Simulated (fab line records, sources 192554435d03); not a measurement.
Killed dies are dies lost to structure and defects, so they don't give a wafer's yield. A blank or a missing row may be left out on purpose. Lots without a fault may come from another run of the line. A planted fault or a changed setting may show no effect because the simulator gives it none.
Which tool did it? | flow n5_finfet | 12 lots, 36 wafers sampled, at 3 steps of a route of 1938

WHAT THE GAUGES READ, wafer by wafer
N5_BEOL_M2_RS_MEAS_58: measures by four-point-probe.
lot  | measured     | on            | M2_RS (ohm/sq)
L075 | day 7 09:17  | film_metro-02 | 0.621 0.628 0.659
L077 | day 7 11:15  | film_metro-02 | 0.630 0.630 0.626
L079 | day 8 04:38  | film_metro-02 | 0.659 0.675 0.660
L081 | day 8 18:22  | film_metro-02 | 0.662 0.620 0.696
L083 | day 9 06:32  | film_metro-01 | 0.679 0.715 0.672
L085 | day 10 01:49 | film_metro-01 | 0.716 0.714 0.671
L088 | day 10 12:58 | film_metro-02 | 0.651 0.638 0.698
L087 | day 10 19:56 | film_metro-02 | 0.629 0.620 0.631
L091 | day 10 23:54 | film_metro-01 | 0.642 0.662 0.662
L093 | day 11 11:35 | film_metro-02 | 0.655 0.668 0.672
L095 | day 12 17:16 | film_metro-02 | 0.685 0.635 0.647
L097 | day 12 22:38 | film_metro-01 | 0.647 0.644 0.651

WHICH TOOL RAN EACH LOT (tool, then ch and the chambers of the sampled wafers, then the start)
lot  | N5_BEOL_M2_VIA_ETCH_34             | N5_BEOL_M2_SURFACE_TREAT_85
L075 | rie_diel-04 ch 0,1,2, day 7 05:15  | pvd_sputter-01, day 7 06:14
L077 | rie_diel-05 ch 0,1,2, day 7 05:52  | pvd_sputter-01, day 7 08:12
L079 | rie_diel-04 ch 0,1,3, day 8 00:14  | pvd_sputter-02, day 8 01:14
L081 | rie_diel-05 ch 0,2,3, day 8 14:15  | pvd_sputter-01, day 8 15:08
L083 | rie_diel-05 ch 1,2,3, day 8 21:26  | pvd_sputter-01, day 9 00:29
L085 | rie_diel-06 ch 1,2,3, day 9 21:46  | pvd_sputter-01, day 9 22:37
L088 | rie_diel-04 ch 0,2,3, day 10 07:49 | pvd_sputter-01, day 10 09:07
L087 | rie_diel-05 ch 0,1,2, day 10 15:47 | pvd_sputter-01, day 10 16:51
L091 | rie_diel-04 ch 1,2,3, day 10 19:32 | pvd_sputter-01, day 10 20:43
L093 | rie_diel-04 ch 0,2,3, day 11 06:11 | pvd_sputter-02, day 11 08:29
L095 | rie_diel-06 ch 0,2,3, day 12 11:27 | pvd_sputter-02, day 12 12:48
L097 | rie_diel-04 ch 0,2,3, day 12 18:31 | pvd_sputter-02, day 12 19:23
- N5_BEOL_M2_VIA_ETCH_34: etches the open film in C4F6/O2, target depth 69.4 nm, time 65.9 s.
- N5_BEOL_M2_SURFACE_TREAT_85

THE ANSWER, worked out from the rows above alone
Rule: what is usual is taken from the lots themselves. Put in order of their means at a reading, lots are off if they are a third of the lots or fewer, leave a main group of 4 or more, and stand apart from it by a gap of 3 or more times the standard deviation of the main group's means; of several such gaps the widest counts. A main group whose means are all the same, to the digits that the tables above print for the reading, isn't used. A lot without any number at a reading at which 4 lots or more have one is off too. The other lots that the step has rows for count as sound.
No lot is off at any reading shown: from this, nothing can be told.

WHAT THE SIMULATOR HAD PUT IN
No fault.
